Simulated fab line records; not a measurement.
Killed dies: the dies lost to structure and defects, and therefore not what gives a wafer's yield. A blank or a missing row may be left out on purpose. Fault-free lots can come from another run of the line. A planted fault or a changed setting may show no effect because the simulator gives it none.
fab line records -- flow n5-finfet -- part 2 of 2: steps 4 to 6 of 6
[record] lots = 23, wafers = 69, last-day = 18
route steps=1938 shown BEOL_M0_SAQP@700 BEOL_M0@718 BEOL_M1@753
lots that met no fault: taken from a fault-free run of the same line
start-h: hours from the record's first day to the start of the lot's first wafer shown -- wait-h: hours from the lot's prior step to this one -- " same as the row above -- L1.1+2: a single row standing in for several wafers -- - either no value or no given start -- * or withheld: withheld -- < > ~ a bound
route shown NAME@n: a module of which the file shows steps, and the number in the route of the first -- usual: mean/standard deviation of fault-free wafers -- same: alike in all rows -- chamber/n: place in a boat -- sites: each site's reading -- _std_site: standard deviation of those values -- _edge_site: mean of outer sites minus mean of inner sites -- radius-mm: how far each site lies from the wafer's centre -- mask NAME#n: copy n -- behind: the most recent tool/chamber to have shaped the wafer -- hold: why the lot was held/for how many hours/how that ended -- device: the n, p or np transistor that did not switch -- end of line: the route-end tests of the same wafers -- step lacking rows: just its recipe -- killed: not the wafer's yield, but the dies lost to structure and defects at the first sort -- map: dies across one wafer; x = killed, . = not, _ = none there
set.NAME: the setting as run; set.NAME@STEP: as run at that earlier step -- model.NAME: the simulator's own value behind a step, which no gauge read
route steps across a sampled set of lots; one table per step, one row per wafer
services: when a tool's chamber went out of use (start-h, in hours from the record's first day, below 0 if earlier), for how many hours, and the reason
[[steps]]
[step N5_BEOL_M0_ANNEAL_117]
[recipe] temp-c = 400, time-s = 60, ambient = vacuum
[usual] heater-power-w = 821/78
lot.wafer,tool,chamber,start-h,wait-h,heater-power-w
L074.3,pvd-sputter-02,-,118.05,0.0,873
L074.4,pvd-sputter-02,-,118.05,0.0,687
L074.6,pvd-sputter-02,-,118.05,0.0,857
L075.1,pvd-sputter-03,-,127.21,0.0,776
L075.3,pvd-sputter-03,-,127.21,0.0,752
L075.5,pvd-sputter-03,-,127.21,0.0,869
L076.3,pvd-sputter-02,-,132.66,0.0,774
L076.5,pvd-sputter-02,-,132.66,0.0,696
L076.6,pvd-sputter-02,-,132.66,0.0,862
L077.1,pvd-sputter-03,-,143.25,0.0,767
L077.2,pvd-sputter-03,-,143.25,0.0,1014
L077.6,pvd-sputter-03,-,143.25,0.0,1016
L078.3,pvd-sputter-01,-,145.68,0.0,767
L078.5,pvd-sputter-01,-,145.68,0.0,876
L078.6,pvd-sputter-01,-,145.68,0.0,799
L079.2,pvd-sputter-01,-,153.26,0.0,802
L079.3,pvd-sputter-01,-,153.26,0.0,841
L079.6,pvd-sputter-01,-,153.26,0.0,754
L080.1,pvd-sputter-01,-,160.64,0.0,781
L080.2,pvd-sputter-01,-,160.64,0.0,911
L080.3,pvd-sputter-01,-,160.64,0.0,764
L081.1,pvd-sputter-03,-,164.61,0.0,765
L081.3,pvd-sputter-03,-,164.61,0.0,1016
L081.6,pvd-sputter-03,-,164.61,0.0,745
L082.4,pvd-sputter-02,-,166.14,0.0,841
L082.5,pvd-sputter-02,-,166.14,0.0,857
L082.6,pvd-sputter-02,-,166.14,0.0,701
L083.3,pvd-sputter-02,-,173.88,0.0,783
L083.4,pvd-sputter-02,-,173.88,0.0,847
L083.6,pvd-sputter-02,-,173.88,0.0,807
L084.1,pvd-sputter-01,-,181.98,0.0,752
L084.4,pvd-sputter-01,-,181.98,0.0,791
L084.6,pvd-sputter-01,-,181.98,0.0,793
L085.2,pvd-sputter-02,-,188.06,0.0,855
L085.3,pvd-sputter-02,-,188.06,0.0,809
L085.4,pvd-sputter-02,-,188.06,0.0,771
L086.1,pvd-sputter-03,-,193.92,0.0,873
L086.2,pvd-sputter-03,-,193.92,0.0,745
L086.3,pvd-sputter-03,-,193.92,0.0,784
L087.1,pvd-sputter-03,-,199.29,0.0,845
L087.4,pvd-sputter-03,-,199.29,0.0,764
L087.5,pvd-sputter-03,-,199.29,0.0,1010
L088.1,pvd-sputter-01,-,205.01,0.0,864
L088.3,pvd-sputter-01,-,205.01,0.0,854
L088.6,pvd-sputter-01,-,205.01,0.0,833
L089.3,pvd-sputter-01,-,207.29,0.0,855
L089.4,pvd-sputter-01,-,207.29,0.0,728
L089.6,pvd-sputter-01,-,207.29,0.0,749
L090.2,pvd-sputter-01,-,214.27,0.0,887
L090.4,pvd-sputter-01,-,214.27,0.0,780
L090.6,pvd-sputter-01,-,214.27,0.0,784
L093.2,pvd-sputter-01,-,231.51,0.0,869
L093.4,pvd-sputter-01,-,231.51,0.0,777
L093.5,pvd-sputter-01,-,231.51,0.0,750
L091.2,pvd-sputter-02,-,233.87,0.0,689
L091.4,pvd-sputter-02,-,233.87,0.0,821
L091.5,pvd-sputter-02,-,233.87,0.0,787
L092.1,pvd-sputter-02,-,243.88,0.0,786
L092.2,pvd-sputter-02,-,243.88,0.0,845
L092.5,pvd-sputter-02,-,243.88,0.0,789
L095.2,pvd-sputter-03,-,245.64,0.0,1011
L095.3,pvd-sputter-03,-,245.64,0.0,776
L095.5,pvd-sputter-03,-,245.64,0.0,754
L096.2,pvd-sputter-02,-,251.48,0.0,719
L096.4,pvd-sputter-02,-,251.48,0.0,797
L096.6,pvd-sputter-02,-,251.48,0.0,693
L097.2,pvd-sputter-01,-,258.55,0.0,872
L097.3,pvd-sputter-01,-,258.55,0.0,789
L097.5,pvd-sputter-01,-,258.55,0.0,858
[step N5_BEOL_M0_RS_MEAS_126]
[recipe] thk-meas-gauge = four-point-probe, reads = Co_of_BEOL_M0_CO_CAP_123+Cu_of_BEOL_M0_ECD_118+Co_of_BEOL_M0_CVD_115+TaN_of_BEOL_M0_ALD_136
[usual] M0_RS = 0.528/0.017
lot.wafer,tool,chamber,start-h,wait-h,M0_RS[ohm/sq]
L074.3,film-metro-01,-,119.74,0.1,0.547
L074.4,film-metro-01,-,119.74,0.1,0.530
L074.6,film-metro-01,-,119.74,0.1,0.531
L075.1,film-metro-01,-,128.61,0.0,0.539
L075.3,film-metro-01,-,128.61,0.0,0.531
L075.5,film-metro-01,-,128.61,0.0,0.512
L076.3,film-metro-01,-,134.12,0.1,0.535
L076.5,film-metro-01,-,134.12,0.1,0.538
L076.6,film-metro-01,-,134.12,0.1,0.517
L077.1,film-metro-01,-,144.58,0.0,0.540
L077.2,film-metro-01,-,144.58,0.0,0.527
L077.6,film-metro-01,-,144.58,0.0,0.525
L078.3,film-metro-01,-,147.02,0.1,0.496
L078.5,film-metro-01,-,147.02,0.1,0.510
L078.6,film-metro-01,-,147.02,0.1,0.538
L079.2,film-metro-02,-,155.02,0.1,0.552
L079.3,film-metro-02,-,155.02,0.1,0.535
L079.6,film-metro-02,-,155.02,0.1,0.546
L080.1,film-metro-02,-,161.98,0.0,0.548
L080.2,film-metro-02,-,161.98,0.0,0.554
L080.3,film-metro-02,-,161.98,0.0,0.527
L081.1,film-metro-02,-,165.99,0.0,0.544
L081.3,film-metro-02,-,165.99,0.0,0.540
L081.6,film-metro-02,-,165.99,0.0,0.528
L082.4,film-metro-02,-,167.48,0.0,0.521
L082.5,film-metro-02,-,167.48,0.0,0.513
L082.6,film-metro-02,-,167.48,0.0,0.525
L083.3,film-metro-01,-,175.23,0.1,0.546
L083.4,film-metro-01,-,175.23,0.1,0.522
L083.6,film-metro-01,-,175.23,0.1,0.526
L084.1,film-metro-02,-,183.31,0.0,0.549
L084.4,film-metro-02,-,183.31,0.0,0.519
L084.6,film-metro-02,-,183.31,0.0,0.527
L085.2,film-metro-02,-,189.39,0.1,0.532
L085.3,film-metro-02,-,189.39,0.1,0.524
L085.4,film-metro-02,-,189.39,0.1,0.496
L086.1,film-metro-02,-,195.30,0.0,0.525
L086.2,film-metro-02,-,195.30,0.0,0.527
L086.3,film-metro-02,-,195.30,0.0,0.528
L087.1,film-metro-02,-,200.66,0.0,0.524
L087.4,film-metro-02,-,200.66,0.0,0.549
L087.5,film-metro-02,-,200.66,0.0,0.522
L088.1,film-metro-01,-,206.37,0.1,0.526
L088.3,film-metro-01,-,206.37,0.1,0.517
L088.6,film-metro-01,-,206.37,0.1,0.497
L089.3,film-metro-01,-,208.62,0.1,0.543
L089.4,film-metro-01,-,208.62,0.1,0.498
L089.6,film-metro-01,-,208.62,0.1,0.531
L090.2,film-metro-01,-,216.57,0.1,0.525
L090.4,film-metro-01,-,216.57,0.1,0.532
L090.6,film-metro-01,-,216.57,0.1,0.528
L093.2,film-metro-02,-,233.07,0.1,0.497
L093.4,film-metro-02,-,233.07,0.1,0.480
L093.5,film-metro-02,-,233.07,0.1,0.483
L091.2,film-metro-01,-,235.25,0.1,0.504
L091.4,film-metro-01,-,235.25,0.1,0.518
L091.5,film-metro-01,-,235.25,0.1,0.500
L092.1,film-metro-02,-,245.76,0.0,0.548
L092.2,film-metro-02,-,245.76,0.0,0.549
L092.5,film-metro-02,-,245.76,0.0,0.534
L095.2,film-metro-01,-,247.30,0.1,0.551
L095.3,film-metro-01,-,247.30,0.1,0.543
L095.5,film-metro-01,-,247.30,0.1,0.506
L096.2,film-metro-02,-,252.83,0.1,0.533
L096.4,film-metro-02,-,252.83,0.1,0.558
L096.6,film-metro-02,-,252.83,0.1,0.540
L097.2,film-metro-02,-,259.88,0.1,0.547
L097.3,film-metro-02,-,259.88,0.1,0.511
L097.5,film-metro-02,-,259.88,0.1,0.523
[step N5_BEOL_M1_PECVD_72]
[recipe] material = SiO2, target-thk-a = 160, temp-c = 400, precursor = TEOS/O2, pressure-torr = 5.5, rf-w = 450, teos-flow-sccm = 53.8, gas = O2, flow-sccm = 3000, time-s = 18
[usual] heater-power-w = 713/83, showerhead-plenum-p-Torr = 8.80/0.079, throttle-valve-pct = 21.9/1.2
lot.wafer,tool,chamber,start-h,wait-h,heater-power-w,showerhead-plenum-p-Torr,throttle-valve-pct
L074.3,pecvd-02,0,119.91,0.0,599,8.76,23.1
L074.4,pecvd-02,0,119.91,0.0,614,8.73,23.3
L074.6,pecvd-02,1,119.91,0.0,507,8.68,22.6
L075.1,pecvd-03,2,128.78,0.0,725,8.81,24.3
L075.3,pecvd-03,1,128.78,0.0,673,8.66,21.9
L075.5,pecvd-03,1,128.78,0.0,678,8.64,21.6
L076.3,pecvd-04,0,134.28,0.0,608,8.90,21.0
L076.5,pecvd-04,1,134.28,0.0,842,8.83,23.0
L076.6,pecvd-04,2,134.28,0.0,765,8.81,20.6
L077.1,pecvd-04,0,144.74,0.0,730,8.90,21.0
L077.2,pecvd-04,2,144.74,0.0,695,8.83,20.3
L077.6,pecvd-04,0,144.74,0.0,749,8.88,21.0
L078.3,pecvd-03,0,147.31,0.0,798,8.83,21.1
L078.5,pecvd-03,2,147.31,0.0,638,8.81,24.1
L078.6,pecvd-03,1,147.31,0.0,737,8.65,21.8
L079.2,pecvd-04,1,155.18,0.0,845,8.82,23.2
L079.3,pecvd-04,1,155.18,0.0,811,8.83,23.0
L079.6,pecvd-04,1,155.18,0.0,828,8.83,23.0
L080.1,pecvd-03,1,162.15,0.0,608,8.66,21.7
L080.2,pecvd-03,0,162.15,0.0,812,8.86,21.5
L080.3,pecvd-03,2,162.15,0.0,661,8.81,24.0
L081.1,pecvd-02,0,166.16,0.0,635,8.75,23.5
L081.3,pecvd-02,1,166.16,0.0,596,8.68,22.6
L081.6,pecvd-02,0,166.16,0.0,667,8.75,23.5
L082.4,pecvd-04,1,167.66,0.1,749,8.83,22.8
L082.5,pecvd-04,2,167.66,0.1,778,8.83,20.7
L082.6,pecvd-04,0,167.66,0.1,614,8.89,21.2
L083.3,pecvd-04,1,175.39,0.0,865,8.84,23.0
L083.4,pecvd-04,1,175.39,0.0,883,8.84,22.9
L083.6,pecvd-04,2,175.39,0.0,706,8.82,20.7
L084.1,pecvd-03,2,183.48,0.0,612,8.81,24.2
L084.4,pecvd-03,0,183.48,0.0,782,8.86,21.2
L084.6,pecvd-03,1,183.48,0.0,615,8.66,22.0
L085.2,pecvd-03,0,189.56,0.0,694,8.84,21.9
L085.3,pecvd-03,1,189.56,0.0,731,8.66,21.7
L085.4,pecvd-03,0,189.56,0.0,689,8.81,21.5
L086.1,pecvd-04,1,195.47,0.0,843,8.82,23.0
L086.2,pecvd-04,2,195.47,0.0,778,8.81,20.7
L086.3,pecvd-04,0,195.47,0.0,750,8.88,21.0
L087.1,pecvd-02,1,200.83,0.0,564,8.66,22.4
L087.4,pecvd-02,1,200.83,0.0,563,8.71,22.2
L087.5,pecvd-02,1,200.83,0.0,543,8.70,22.3
L088.1,pecvd-03,0,206.56,0.0,774,8.85,21.5
L088.3,pecvd-03,1,206.56,0.0,634,8.67,22.0
L088.6,pecvd-03,0,206.56,0.0,769,8.85,21.4
L089.3,pecvd-04,0,208.79,0.0,702,8.87,21.3
L089.4,pecvd-04,2,208.79,0.0,698,8.82,20.9
L089.6,pecvd-04,1,208.79,0.0,804,8.82,22.8
L090.2,pecvd-03,1,216.74,0.0,731,8.66,21.8
L090.4,pecvd-03,1,216.74,0.0,735,8.65,21.9
L090.6,pecvd-03,1,216.74,0.0,728,8.66,21.8
L093.2,pecvd-02,1,233.23,0.0,585,8.69,22.6
L093.4,pecvd-02,2,233.23,0.0,646,8.85,20.0
L093.5,pecvd-02,1,233.23,0.0,595,8.69,22.4
L091.2,pecvd-03,0,235.43,0.0,800,8.85,21.8
L091.4,pecvd-03,2,235.43,0.0,709,8.80,21.0
L091.5,pecvd-03,0,235.43,0.0,819,8.85,21.5
L092.1,pecvd-04,0,245.93,0.0,705,8.91,21.3
L092.2,pecvd-04,1,245.93,0.0,902,8.82,23.1
L092.5,pecvd-04,0,245.93,0.0,695,8.86,21.1
L095.2,pecvd-02,0,247.47,0.0,658,8.74,23.4
L095.3,pecvd-02,2,247.47,0.0,659,8.84,19.8
L095.5,pecvd-02,2,247.47,0.0,664,8.84,20.3
L096.2,pecvd-02,1,252.99,0.0,602,8.68,22.4
L096.4,pecvd-02,2,252.99,0.0,740,8.86,20.1
L096.6,pecvd-02,1,252.99,0.0,607,8.67,22.3
L097.2,pecvd-04,1,260.04,0.0,863,8.84,23.2
L097.3,pecvd-04,2,260.04,0.0,763,8.83,20.9
L097.5,pecvd-04,2,260.04,0.0,759,8.84,21.0
[[services]]
tool,chamber,start-h,hours,kind
rie-diel-01,0,90.34,2.5,repair
rie-diel-06,2,92.67,2.6,repair
rie-diel-04,-,93.97,28.1,pm
rie-diel-03,2,120.54,4.1,repair
rie-diel-01,3,123.27,6.5,repair
rie-diel-02,0,128.23,12.0,repair
rie-diel-04,-,131.45,0.3,repair
pecvd-02,-,144.48,2.8,pm
rie-diel-03,-,157.42,0.6,repair
pecvd-02,-,177.29,1.3,repair
rie-diel-03,3,181.91,13.3,repair
rie-diel-01,-,196.61,0.9,repair
rie-diel-04,3,198.02,17.3,repair
rie-diel-05,3,199.25,6.7,repair
rie-diel-05,-,215.61,0.7,repair
rie-diel-02,2,220.41,6.5,repair
rie-diel-04,1,221.06,3.8,repair
rie-diel-01,2,231.74,9.0,repair
pecvd-04,2,233.81,14.8,repair
pecvd-04,-,237.05,0.8,repair
rie-diel-05,3,239.24,9.6,repair
rie-diel-06,2,252.13,10.8,repair
pecvd-03,-,255.45,3.2,repair
rie-diel-06,0,256.55,7.3,repair
